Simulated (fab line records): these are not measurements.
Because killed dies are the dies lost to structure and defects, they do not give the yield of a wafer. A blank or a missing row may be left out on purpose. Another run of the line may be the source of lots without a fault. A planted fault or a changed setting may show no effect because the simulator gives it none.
fab line records	flow nand_harc
record lots=6	wafers=18	last_day=25
route steps=1159 shown A_CONTACT@890 END@1159
lots untouched by any fault: they come from a run of this same line in which no faults occurred
start_h: hours from the record's opening day to when the first of the lot's shown wafers began	wait_h: hours since the lot's step before	" identical to the entry in the row above	L1.1+2: a single row standing in for several wafers	- no value, or no start given	* or withheld: withheld	< > ~ a bound
route shown NAME@n: NAME is a module with steps in the file, n the number in the route of the first one	usual: mean and standard deviation over wafers with no fault	same: alike in all rows	chamber/n: place in a boat	sites: the reading at each site	_std_site: the values' standard deviation	_edge_site: the outer-site mean with the inner-site mean subtracted	radius_mm: how far each site lies from the wafer's centre	mask NAME#n: copy n	behind: tool/chamber where the wafer was last shaped	hold: what put the lot on hold/how long, in hours/how the hold closed	device: the transistor (n, p or np) that didn't switch	end of line: the route-end tests of the same wafers	a step without rows: its recipe alone	killed: the dies lost at the first sort to structure and to defects; this is not the yield of the wafer	map: a wafer's dies, x killed, . not, _ none there
set.NAME: setting as actually run; set.NAME@STEP: the setting as run at that earlier step	model.NAME: the simulator's own value behind a step, which no gauge read
certain route steps with their lots: each step a table, each wafer a row
services: from which hour (start_h, from the record's first day; less than 0 if before it) a tool's chamber was out of use, for how many hours, and why
## steps
# step NHARC_A_CONTACT_COAT_63
# recipe spin_rpm=1500	resist_thk_nm=90
# step NHARC_A_CONTACT_SOFTBAKE_64
# recipe temp_c=105	time_s=55
# step NHARC_A_CONTACT_EBR_65
# step NHARC_A_CONTACT_EXPOSE_66
# recipe na=1.35	sigma_outer=0.8	dose_mj=59.02	mask_id=A_CC_2
# step NHARC_A_CONTACT_PEB_67
# recipe peb_temp_c=100	peb_time_s=65
# step NHARC_A_CONTACT_DEVELOP_68
# recipe develop_time_s=35	dev_temp_c=23
# step NHARC_A_CONTACT_CD_MEAS_69
# recipe target_cd_nm=200	landing_energy_ev=500
# usual cd_nm=200.0/0.56
lot.wafer	tool	chamber	start_h	wait_h	cd_nm
L949.1	cd_sem-01	0	386.62	-	199.5
L949.3	"	0	"	"	200.0
L949.4	"	0	"	"	200.5
L954.1	cd_sem-03	0	413.10	-	200.6
L954.2	"	0	"	"	200.5
L954.3	"	0	"	"	199.4
L961.1	cd_sem-02	0	455.23	-	199.4
L961.3	"	0	"	"	199.9
L961.6	"	0	"	"	199.4
L962.1	cd_sem-02	0	461.91	-	199.1
L962.2	"	0	"	"	199.6
L962.4	"	0	"	"	199.2
L965.1	cd_sem-03	0	483.11	-	199.4
L965.2	"	0	"	"	199.8
L965.3	"	0	"	"	199.4
L971.1	cd_sem-02	0	517.43	-	200.6
L971.3	"	0	"	"	200.6
L971.4	"	0	"	"	199.9
# step NHARC_A_CONTACT_OVL_MEAS_70
# usual overlay_x_nm=0.0/0.8	overlay_y_nm=-0.1/0.75
lot.wafer	tool	chamber	start_h	wait_h	overlay_x_nm	overlay_y_nm
L949.1	overlay-01	-	386.70	-	-0.3	0.4
L949.3	"	-	"	"	0.3	-0.3
L949.4	"	-	"	"	-0.2	0.0
L954.1	overlay-02	-	413.18	-	-0.7	-1.6
L954.2	"	-	"	"	-0.4	-1.7
L954.3	"	-	"	"	-0.6	-2.0
L961.1	overlay-02	-	455.32	-	-0.3	-0.9
L961.3	"	-	"	"	0.4	-0.7
L961.6	"	-	"	"	0.0	-1.1
L962.1	overlay-01	-	461.99	-	-0.3	-0.4
L962.2	"	-	"	"	-0.4	0.2
L962.4	"	-	"	"	-0.3	-0.2
L965.1	overlay-01	-	483.19	-	0.0	1.3
L965.2	"	-	"	"	0.0	1.8
L965.3	"	-	"	"	0.2	1.0
L971.1	overlay-02	-	517.52	-	1.4	-1.0
L971.3	"	-	"	"	0.4	-1.0
L971.4	"	-	"	"	1.2	-0.6
# step NHARC_A_CONTACT_INSPECT_71
# usual raw_defect_count=28/14
lot.wafer	tool	chamber	start_h	wait_h	raw_defect_count
L949.1	defect_inspect-02	-	386.74	0.0	28
L949.3	"	-	"	"	32
L949.4	"	-	"	"	28
L954.1	defect_inspect-02	-	413.22	0.0	27
L954.2	"	-	"	"	22
L954.3	"	-	"	"	25
L961.1	defect_inspect-01	-	455.35	0.0	47
L961.3	"	-	"	"	36
L961.6	"	-	"	"	40
L962.1	defect_inspect-02	-	462.03	0.0	13
L962.2	"	-	"	"	26
L962.4	"	-	"	"	16
L965.1	defect_inspect-01	-	483.23	0.0	35
L965.2	"	-	"	"	38
L965.3	"	-	"	"	47
L971.1	defect_inspect-02	-	517.56	0.0	32
L971.3	"	-	"	"	47
L971.4	"	-	"	"	31
# step NHARC_A_CONTACT_DESCUM_74
# recipe time_s=3	o2_flow_sccm=200	ar_flow_sccm=0	bias_power_w=0	chemistry=O2
# usual chamber_pressure_mTorr=60.00/0.056	drypump_motor_current_A=5.9/0.39	o2_flow_sccm=200.1/0.61	oes_product_au=1.001/0.0083	rf_vpp_V=57.7/0.88	showerhead_plenum_p_Torr=1.91/0.07	throttle_valve_pct=11.312/0.0078
lot.wafer	tool	chamber	start_h	wait_h	chamber_pressure_mTorr	drypump_motor_current_A	o2_flow_sccm	oes_product_au	rf_hours_counter_h	rf_vpp_V	showerhead_plenum_p_Torr	throttle_valve_pct
L949.3	rie_diel-03	2	386.92	0.2	60.04	5.6	199.4	1.002	30	56.9	2.04	11.309
L949.1	"	3	"	"	60.05	5.8	200.2	1.001	29	55.9	1.93	11.315
L949.4	"	1	"	"	60.01	5.7	200.1	0.981	28	56.6	1.81	11.312
L954.2	rie_diel-03	2	413.28	0.1	59.97	5.6	199.9	1.020	3	58.8	2.04	11.299
L954.1	"	0	"	"	59.96	6.4	199.0	1.007	2	56.8	1.87	11.320
L954.3	"	1	"	"	59.91	5.7	200.0	1.003	3	56.9	1.81	11.312
L961.1	rie_diel-03	2	455.41	0.1	60.02	5.6	199.2	1.010	10	58.3	2.03	11.318
L961.3	"	0	"	"	59.92	6.4	200.2	0.998	8	57.2	1.87	11.320
L961.6	"	2	"	"	60.01	5.5	199.8	1.010	-	58.0	2.03	11.329
L962.4	rie_diel-06	2	462.09	0.1	59.96	5.4	200.4	1.005	15	56.4	1.84	11.315
L962.1	"	3	"	"	60.02	6.1	199.7	1.001	15	58.3	1.93	11.319
L962.2	"	1	"	"	60.00	5.7	200.5	1.000	14	57.9	1.89	11.319
L965.3	rie_diel-10	1	483.29	0.1	59.99	6.7	201.1	1.008	23	57.3	1.84	11.307
L965.1	"	2	"	"	60.05	6.3	199.6	1.003	40	57.3	1.94	11.317
L965.2	"	0	"	"	60.07	5.5	199.8	1.029	51	58.0	1.95	11.311
L971.3	rie_diel-06	3	517.62	0.1	60.00	6.1	201.0	1.003	37	57.3	1.93	11.304
L971.1	"	0	"	"	60.06	6.2	201.0	1.009	34	56.1	1.92	11.304
L971.4	"	0	"	"	59.96	6.2	199.9	1.011	-	56.1	1.93	11.313
# step NHARC_A_CONTACT_ETCH_75
# recipe target_depth_a=390	over_etch_frac=0.3	time_s=65	ion_energy_ev=80	cf4_flow_sccm=150	ar_flow_sccm=0	rf_w=300	bias_w=100	chemistry=CF4
# usual bias_w=100.0/0.31	cf4_flow_sccm=150.0/0.41	chamber_pressure_mTorr=50.01/0.04	drypump_motor_current_A=5.8/0.4	oes_product_au=1.000/0.009	rf_vpp_V=151.0/1.1	showerhead_plenum_p_Torr=1.76/0.061	throttle_valve_pct=13.284/0.0094
lot.wafer	tool	chamber	start_h	wait_h	bias_w	cf4_flow_sccm	chamber_pressure_mTorr	drypump_motor_current_A	oes_product_au	rf_hours_counter_h	rf_vpp_V	showerhead_plenum_p_Torr	throttle_valve_pct
L949.3	rie_diel-03	3	387.01	0.1	100.6	149.7	49.99	5.8	1.001	29	151.7	1.78	13.287
L949.1	"	0	"	"	100.1	150.2	50.01	6.4	1.003	27	151.4	1.73	13.278
L949.4	"	1	"	"	99.9	150.0	49.97	5.7	0.985	28	150.6	1.68	13.296
L954.2	rie_diel-03	1	413.37	0.1	100.2	150.6	50.02	5.7	1.001	3	150.3	1.68	13.276
L954.1	"	2	"	"	99.8	149.9	50.04	5.6	1.011	3	153.0	1.87	13.278
L954.3	"	3	"	"	100.1	149.7	50.04	5.8	0.994	1	152.3	1.78	13.277
L961.3	rie_diel-03	3	455.50	0.1	99.4	149.8	49.95	5.8	0.994	8	151.3	1.78	13.265
L961.1	"	2	"	"	99.8	149.5	49.94	5.6	1.005	10	154.3	1.87	13.279
L961.6	"	0	"	"	99.6	150.2	50.03	6.4	0.992	-	151.1	1.73	13.265
L962.4	rie_diel-06	2	462.18	0.1	100.3	150.5	49.96	5.4	1.012	15	149.9	1.71	13.287
L962.1	"	3	"	"	99.9	149.8	50.09	6.1	0.999	15	150.5	1.79	13.292
L962.2	"	0	"	"	99.9	149.1	50.00	6.2	0.999	14	151.0	1.78	13.284
L965.2	rie_diel-10	2	483.38	0.1	99.9	149.6	50.04	6.2	1.000	40	150.4	1.79	13.276
L965.3	"	0	"	"	99.5	150.4	49.98	5.4	1.016	51	152.0	1.80	13.269
L965.1	"	1	"	"	100.3	149.2	50.07	6.7	1.006	23	150.8	1.70	13.279
L971.3	rie_diel-06	0	517.72	0.1	99.9	149.0	50.00	6.2	1.006	34	151.0	1.78	13.292
L971.1	"	3	"	"	99.5	150.3	49.97	6.1	1.004	37	152.0	1.78	13.286
L971.4	"	3	"	"	99.5	150.1	50.00	6.1	0.997	-	149.1	1.78	13.292
# step NHARC_A_CONTACT_ETCH_76
# recipe target_depth_a=2600	over_etch_frac=0.3	time_s=475.3	ion_energy_ev=200	n2_flow_sccm=150	h2_flow_sccm=150	ar_flow_sccm=0	rf_w=400	bias_w=150	chemistry=N2/H2
# usual bias_w=150.0/0.47	chamber_pressure_mTorr=30.000/0.026	drypump_motor_current_A=5.8/0.39	oes_product_au=1.001/0.0084	rf_vpp_V=430.3/2.4	showerhead_plenum_p_Torr=2.03/0.078	throttle_valve_pct=14.170/0.0096
lot.wafer	tool	chamber	start_h	wait_h	bias_w	chamber_pressure_mTorr	drypump_motor_current_A	oes_product_au	rf_hours_counter_h	rf_vpp_V	showerhead_plenum_p_Torr	throttle_valve_pct
L949.3	rie_diel-03	2	-	-	149.5	30.012	5.6	1.004	30	433.6	2.18	14.170
L949.1	"	3	"	"	150.2	30.022	5.8	1.017	29	431.4	2.05	14.164
L949.4	"	1	"	"	149.4	30.009	5.7	1.001	28	427.3	1.93	14.173
L954.2	rie_diel-03	0	-	-	149.9	29.967	6.4	0.985	2	430.3	1.99	14.177
L954.1	"	2	"	"	149.8	29.978	5.6	1.009	3	433.6	2.17	14.170
L954.3	"	3	"	"	149.9	30.051	5.8	0.993	1	431.9	2.05	14.177
L961.3	rie_diel-03	1	-	-	150.5	29.943	5.7	0.999	10	427.4	1.93	14.166
L961.1	"	3	"	"	150.5	30.035	5.7	1.000	8	430.7	2.05	14.177
L961.6	"	1	"	"	150.2	29.991	5.7	1.000	-	426.5	1.93	14.185
L962.2	rie_diel-06	3	-	-	150.2	30.044	6.1	0.998	15	432.7	2.06	14.156
L962.1	"	0	"	"	149.4	30.042	6.1	0.999	14	430.2	2.06	14.182
L962.4	"	1	"	"	149.4	30.014	5.8	1.009	14	428.6	2.01	14.179
L965.1	rie_diel-10	3	-	-	150.1	30.034	5.2	0.996	47	426.7	1.93	14.177
L965.3	"	0	"	"	149.6	29.997	5.4	1.018	51	432.0	2.08	14.174
L965.2	"	2	"	"	150.3	29.994	6.2	0.993	40	431.6	2.06	14.170
L971.3	rie_diel-06	0	-	-	149.6	30.031	6.2	1.012	34	430.5	2.05	14.164
L971.1	"	3	"	"	151.0	30.024	6.1	1.004	37	431.2	2.05	14.178
L971.4	"	1	"	"	149.7	29.983	5.7	1.003	-	429.9	2.00	14.182
# step NHARC_A_CONTACT_ETCH_77
# recipe target_depth_a=726	time_s=36.3	cf4_flow_sccm=100	chf3_flow_sccm=30	ar_flow_sccm=0	rf_w=500	bias_w=200	chemistry=CF4/CHF3
# usual bias_w=200.1/0.63	cf4_flow_sccm=100.00/0.3	chamber_pressure_mTorr=25.000/0.028	drypump_motor_current_A=5.8/0.39	oes_product_au=0.935/0.02	rf_vpp_V=370.3/2.1	showerhead_plenum_p_Torr=1.57/0.056	throttle_valve_pct=16.802/0.0086
lot.wafer	tool	chamber	start_h	wait_h	bias_w	cf4_flow_sccm	chamber_pressure_mTorr	drypump_motor_current_A	oes_product_au	rf_hours_counter_h	rf_vpp_V	showerhead_plenum_p_Torr	throttle_valve_pct
L949.1	rie_diel-03	2	387.60	-	200.5	99.82	25.010	5.6	0.916	30	373.6	1.67	16.803
L949.3	"	3	"	"	200.6	99.61	24.975	5.8	0.919	30	370.9	1.58	16.816
L949.4	"	1	"	"	200.9	99.79	25.038	5.6	0.907	29	367.5	1.50	16.824
L954.1	rie_diel-03	0	413.81	-	200.7	99.79	24.973	6.4	0.972	3	369.0	1.54	16.794
L954.3	"	2	"	"	199.3	99.51	25.043	5.6	0.973	3	374.2	1.67	16.808
L954.2	"	3	"	"	200.1	99.82	24.971	5.8	0.958	1	372.0	1.58	16.802
L961.1	rie_diel-03	2	455.94	-	-	-	-	-	-	-	-	-	-
L961.3	"	0	"	"	-	-	-	-	-	-	-	-	-
L961.6	"	1	"	"	-	-	-	-	-	-	-	-	-
L962.2	rie_diel-06	0	462.62	-	-	-	-	-	-	-	-	-	-
L962.4	"	2	"	"	-	-	-	-	-	-	-	-	-
L962.1	"	3	"	"	-	-	-	-	-	-	-	-	-
L965.1	rie_diel-10	2	483.82	-	200.1	100.10	24.971	6.3	0.929	40	371.6	1.59	16.792
L965.3	"	0	"	"	199.8	100.37	25.026	5.5	0.944	52	371.3	1.60	16.794
L965.2	"	1	"	"	199.4	100.43	25.036	6.7	0.934	23	368.2	1.52	16.794
L971.1	rie_diel-06	0	518.44	-	200.4	100.11	25.020	6.2	0.911	35	372.0	1.58	16.801
L971.3	"	1	"	"	201.2	99.94	25.004	5.7	0.923	34	369.8	1.55	16.800
L971.4	"	1	"	"	201.2	99.82	25.003	5.7	0.925	-	369.3	1.55	16.797
# step NHARC_A_CONTACT_ETCH_78
# recipe target_depth_a=28000	over_etch_frac=0.3	time_s=728	ion_energy_ev=150	o2_flow_sccm=400	cos_flow_sccm=20	ar_flow_sccm=0	rf_w=500	bias_w=300	chemistry=O2/COS
# usual bias_w=300.0/0.92	chamber_pressure_mTorr=19.998/0.02	drypump_motor_current_A=5.8/0.39	o2_flow_sccm=399.9/1.2	oes_product_au=1.001/0.0093	rf_vpp_V=314.1/1.8	showerhead_plenum_p_Torr=3.11/0.11	throttle_valve_pct=28.330/0.0097
lot.wafer	tool	chamber	start_h	wait_h	bias_w	chamber_pressure_mTorr	drypump_motor_current_A	o2_flow_sccm	oes_product_au	rf_hours_counter_h	rf_vpp_V	showerhead_plenum_p_Torr	throttle_valve_pct
L949.3	rie_diel-03	3	-	-	298.2	19.983	5.8	400.7	0.998	30	314.5	3.14	28.330
L949.1	"	1	"	"	300.9	20.009	5.7	399.9	0.994	29	310.7	2.97	28.322
L949.4	"	2	"	"	299.2	19.984	5.6	400.6	0.997	31	315.0	3.31	28.353
L954.1	rie_diel-03	2	-	-	300.7	20.014	5.5	398.7	1.003	3	316.3	3.31	28.324
L954.2	"	3	"	"	300.3	19.994	5.8	399.8	0.994	1	315.4	3.14	28.339
L954.3	"	0	"	"	300.4	19.985	6.4	401.1	0.986	3	313.6	3.06	28.332
L961.1	rie_diel-03	3	-	-	299.5	19.987	5.8	401.9	0.987	8	314.6	3.14	28.321
L961.3	"	1	"	"	301.4	20.002	5.6	400.0	0.994	10	311.5	2.96	28.332
L961.6	"	3	"	"	298.1	19.979	5.8	400.4	0.995	-	316.1	3.14	28.325
L962.2	rie_diel-06	2	-	-	300.2	19.994	5.5	401.1	0.997	15	313.7	3.01	28.335
L962.1	"	0	"	"	300.5	19.984	6.2	399.8	1.003	14	313.2	3.15	28.323
L962.4	"	1	"	"	300.8	20.007	5.8	400.2	1.003	15	313.8	3.08	28.351
L965.3	rie_diel-10	1	-	-	300.2	19.945	6.7	400.0	1.008	23	312.3	3.01	28.328
L965.2	"	2	"	"	298.9	19.991	6.2	400.3	1.008	40	315.4	3.16	28.321
L965.1	"	3	"	"	299.0	19.980	5.2	400.4	0.995	48	312.4	2.97	28.318
L971.1	rie_diel-06	1	-	-	299.7	19.992	5.7	399.8	1.011	35	313.4	3.07	28.331
L971.3	"	3	"	"	299.0	19.997	6.2	399.6	1.000	38	314.2	3.14	28.337
L971.4	"	3	"	"	300.8	19.999	6.1	400.3	1.012	-	313.9	3.14	28.329
# step NHARC_END_SORT_01
# recipe temp_c=25
# usual killed_at_array=29/11	killed_at_other=0.5/0.8	killed_at_periphery=3.5/2.8	killed_dies=33/12	killed_open=3.1/1.8	killed_short=1.8/1.4
# same gross_dies=677
lot.wafer	tool	chamber	start_h	wait_h	killed_at_array	killed_at_other	killed_at_periphery	killed_dies	killed_open	killed_short
L961.1	prober-02	0	520.58	2.5	676	0	1	677	4	0
L961.3	prober-02	0	522.20	3.1	676	1	0	677	1	3
L961.6	prober-02	0	524.63	4.1	674	1	2	677	3	2
L962.1	prober-01	0	521.78	2.5	673	0	4	677	1	2
L962.2	prober-01	0	522.58	2.8	673	0	4	677	4	1
L962.4	prober-01	0	524.18	3.4	672	0	5	677	2	1
# killed by level:class
L961.1 A_CONTACT:area_etch=634 A_CHANNEL_HOLE_D1:chamber_film_flake=18 A_SLIT:chamber_film_flake=15 A_STAIRCASE:chamber_film_flake=4 A_WL_FILL:geometric_particle:open=2 A_CHANNEL_FILL_D1:geometric_particle:open=1 A_CONTACT:geometric_particle:open=1 P_GATE:chamber_film_flake=1
L962.1 A_CONTACT:area_etch=658 A_CONTACT:chamber_film_flake=5 A_CHANNEL_HOLE_D1:chamber_film_flake=4 P_BONDPAD:chamber_film_flake=3 A_STAIRCASE:chamber_film_flake=2 A_WL_FILL:geometric_particle:short=1 A_CONTACT:geometric_particle:short=1 A_M1:geometric_particle:open=1
L961.3 A_CONTACT:area_etch=641 A_CHANNEL_HOLE_D1:chamber_film_flake=17 A_SLIT:chamber_film_flake=10 A_STAIRCASE:chamber_film_flake=4 A_CONTACT:geometric_particle:open=1 A_CONTACT:geometric_particle:short=1 A_M1:geometric_particle:short=1 STARTING-WAFER:geometric_particle:short=1
L962.2 A_CONTACT:area_etch=645 A_CHANNEL_HOLE_D1:chamber_film_flake=8 A_STAIRCASE:chamber_film_flake=8 A_CONTACT:chamber_film_flake=6 A_CHANNEL_FILL_D1:chamber_film_flake=2 P_GATE:geometric_particle:open=1 P_M2:geometric_particle:open=1 A_ONON_D1:geometric_particle:open=1
L962.4 A_CONTACT:area_etch=658 A_CHANNEL_HOLE_D1:chamber_film_flake=6 P_STI:chamber_film_flake=2 A_CHANNEL_FILL_D1:chamber_film_flake=2 A_STAIRCASE:chamber_film_flake=2 A_CONTACT:chamber_film_flake=2 P_M0:geometric_particle:open=1 P_M0:geometric_particle:short=1
L961.6 A_CONTACT:area_etch=640 A_SLIT:chamber_film_flake=15 A_CHANNEL_HOLE_D1:chamber_film_flake=12 A_STAIRCASE:chamber_film_flake=2 P_M0:geometric_particle:open=1 A_ONON_D1:geometric_particle:short=1 A_WL_FILL:geometric_particle:short=1 A_CONTACT:geometric_particle:open=1
# map L961.1 (x killed, . not)
____________x____________
_________xxxxxxx_________
_______xxxxxxxxxxx_______
______xxxxxxxxxxxxx______
_____xxxxxxxxxxxxxxx_____
____xxxxxxxxxxxxxxxxx____
____xxxxxxxxxxxxxxxxx____
___xxxxxxxxxxxxxxxxxxx___
___xxxxxxxxxxxxxxxxxxx___
__xxxxxxxxxxxxxxxxxxxxx__
__xxxxxxxxxxxxxxxxxxxxx__
_xxxxxxxxxxxxxxxxxxxxxxx_
_xxxxxxxxxxxxxxxxxxxxxxx_
_xxxxxxxxxxxxxxxxxxxxxxx_
_xxxxxxxxxxxxxxxxxxxxxxx_
_xxxxxxxxxxxxxxxxxxxxxxx_
xxxxxxxxxxxxxxxxxxxxxxxxx
xxxxxxxxxxxxxxxxxxxxxxxxx
xxxxxxxxxxxxxxxxxxxxxxxxx
xxxxxxxxxxxxxxxxxxxxxxxxx
xxxxxxxxxxxxxxxxxxxxxxxxx
_xxxxxxxxxxxxxxxxxxxxxxx_
_xxxxxxxxxxxxxxxxxxxxxxx_
_xxxxxxxxxxxxxxxxxxxxxxx_
_xxxxxxxxxxxxxxxxxxxxxxx_
_xxxxxxxxxxxxxxxxxxxxxxx_
__xxxxxxxxxxxxxxxxxxxxx__
__xxxxxxxxxxxxxxxxxxxxx__
___xxxxxxxxxxxxxxxxxxx___
___xxxxxxxxxxxxxxxxxxx___
____xxxxxxxxxxxxxxxxx____
____xxxxxxxxxxxxxxxxx____
_____xxxxxxxxxxxxxxx_____
______xxxxxxxxxxxxx______
_______xxxxxxxxxxx_______
_________xxxxxxx_________
____________x____________
# map L962.1 (x killed, . not)
____________x____________
_________xxxxxxx_________
_______xxxxxxxxxxx_______
______xxxxxxxxxxxxx______
_____xxxxxxxxxxxxxxx_____
____xxxxxxxxxxxxxxxxx____
____xxxxxxxxxxxxxxxxx____
___xxxxxxxxxxxxxxxxxxx___
___xxxxxxxxxxxxxxxxxxx___
__xxxxxxxxxxxxxxxxxxxxx__
__xxxxxxxxxxxxxxxxxxxxx__
_xxxxxxxxxxxxxxxxxxxxxxx_
_xxxxxxxxxxxxxxxxxxxxxxx_
_xxxxxxxxxxxxxxxxxxxxxxx_
_xxxxxxxxxxxxxxxxxxxxxxx_
_xxxxxxxxxxxxxxxxxxxxxxx_
xxxxxxxxxxxxxxxxxxxxxxxxx
xxxxxxxxxxxxxxxxxxxxxxxxx
xxxxxxxxxxxxxxxxxxxxxxxxx
xxxxxxxxxxxxxxxxxxxxxxxxx
xxxxxxxxxxxxxxxxxxxxxxxxx
_xxxxxxxxxxxxxxxxxxxxxxx_
_xxxxxxxxxxxxxxxxxxxxxxx_
_xxxxxxxxxxxxxxxxxxxxxxx_
_xxxxxxxxxxxxxxxxxxxxxxx_
_xxxxxxxxxxxxxxxxxxxxxxx_
__xxxxxxxxxxxxxxxxxxxxx__
__xxxxxxxxxxxxxxxxxxxxx__
___xxxxxxxxxxxxxxxxxxx___
___xxxxxxxxxxxxxxxxxxx___
____xxxxxxxxxxxxxxxxx____
____xxxxxxxxxxxxxxxxx____
_____xxxxxxxxxxxxxxx_____
______xxxxxxxxxxxxx______
_______xxxxxxxxxxx_______
_________xxxxxxx_________
____________x____________
## services
tool	chamber	start_h	hours	kind
rie_diel-03	0	371.62	-	clean
rie_diel-03	1	371.62	-	clean
rie_diel-03	2	371.62	-	clean
rie_diel-03	3	371.62	-	clean
rie_diel-03	-	392.30	9.0	pm
rie_diel-03	0	392.30	9.0	vent_cycle
rie_diel-03	1	392.30	9.0	vent_cycle
rie_diel-03	2	392.30	9.0	vent_cycle
rie_diel-03	3	392.30	9.0	vent_cycle
rie_diel-10	3	398.31	5.8	repair
rie_diel-10	1	399.69	8.5	repair
rie_diel-03	0	401.30	-	clean
rie_diel-03	1	401.30	-	clean
rie_diel-03	1	401.30	-	consumable_replace:focus_ring
rie_diel-03	2	401.30	-	clean
rie_diel-03	3	401.30	-	clean
rie_diel-03	3	401.32	3.5	repair
rie_diel-06	-	418.74	9.0	pm
rie_diel-10	1	423.64	45.3	repair
rie_diel-03	0	425.80	-	clean
rie_diel-03	0	431.07	6.7	repair
rie_diel-10	0	436.05	3.7	repair
rie_diel-06	2	498.54	2.2	repair
rie_diel-06	2	510.94	10.1	repair
## key
first_sign step=NHARC_A_CONTACT_ETCH_77	reading=tool_record	direction=missing
effect step=NHARC_END_SORT_01	reading=killed_at_array	direction=up	sigmas=57	usual=29	struck=674
more_kills_born_at NHARC_A_CONTACT_ETCH_77@rie_diel-06=1961	NHARC_A_CONTACT_ETCH_77@rie_diel-03=1915
met_at NHARC_A_CONTACT_ETCH_77
struck_wafers L961.1,L961.3,L961.6,L962.1,L962.2,L962.4
later_rows_left_out L961.1,L961.3,L961.6,L962.1,L962.2,L962.4
tester_left_out L961,L962
onset_between 413.81 455.94
fault kind=skipped_step_whole	tool=rie_diel-03,rie_diel-06	chamber=-	onset_h=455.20	steps=NHARC_A_CONTACT_ETCH_77	scope=struck_lots_only
# tester_left_out: of these lots the tester's yield and bins aren't shown, on N5 and GAA mostly nor the transistor test; their killed dies are dies lost to structure and defects alone, not to doping, threshold or leakage, so they don't give the yield
# later_rows_left_out: the simulator's readings of these wafers behind a module that went badly wrong aren't trusted and aren't shown, but for the sort
